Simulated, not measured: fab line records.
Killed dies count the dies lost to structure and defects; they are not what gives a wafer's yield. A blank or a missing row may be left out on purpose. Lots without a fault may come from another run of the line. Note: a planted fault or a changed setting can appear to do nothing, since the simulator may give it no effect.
Chamber matching :: flow n5-finfet :: N5_BEOL_M5_ETCH_75 on rie-diel-03: 4 sister chambers
The step etches underlayer in N2/H2, target depth 6.5 nm, time 5.2 s. 4 wafers are shown with their chamber, then 8 later ones without.

## WAFERS WITH THEIR CHAMBER
wafer: L079.3
chamber: 3
showerhead-plenum-p-Torr (Torr): 2.48

wafer: L085.2
chamber: 2
showerhead-plenum-p-Torr (Torr): 2.60

wafer: L085.6
chamber: 1
showerhead-plenum-p-Torr (Torr): 2.52

wafer: L091.2
chamber: 0
showerhead-plenum-p-Torr (Torr): 2.43

## WAFERS MISSING THEIR CHAMBER
wafer: L091.5
showerhead-plenum-p-Torr (Torr): 2.43

wafer: L091.6
showerhead-plenum-p-Torr (Torr): 2.47

wafer: L095.2
showerhead-plenum-p-Torr (Torr): 2.59

wafer: L095.5
showerhead-plenum-p-Torr (Torr): 2.42

wafer: L095.6
showerhead-plenum-p-Torr (Torr): 2.52

wafer: L094.3
showerhead-plenum-p-Torr (Torr): 2.52

wafer: L094.5
showerhead-plenum-p-Torr (Torr): 2.59

wafer: L094.6
showerhead-plenum-p-Torr (Torr): 2.51

## WHICH CHAMBER EACH WENT THROUGH
wafer: L091.5
from the rows above: 0
in truth: 0

wafer: L091.6
from the rows above: 3
in truth: 3

wafer: L095.2
from the rows above: 2
in truth: 2

wafer: L095.5
from the rows above: 0
in truth: 0

wafer: L095.6
from the rows above: 1
in truth: 1

wafer: L094.3
from the rows above: 1
in truth: 1

wafer: L094.5
from the rows above: 2
in truth: 2

wafer: L094.6
from the rows above: 1
in truth: 1
Placed correctly: 8 of 8. Can't be placed from these rows: 0. Placed wrongly: 0.
How it was worked out, from the rows above alone: a wafer's distance from a chamber is the root of the sum, over the readings, of the square of ((its reading less the chamber's mean) divided by the reading's scatter). If the next closest chamber is less than 2 further off than the closest, the wafer can't be placed; otherwise it belongs to the closest. A chamber's mean is the mean of its shown wafers. The scatter: root of mean squared gap, hidden wafer to nearest shown wafer, with one shown wafer a chamber.
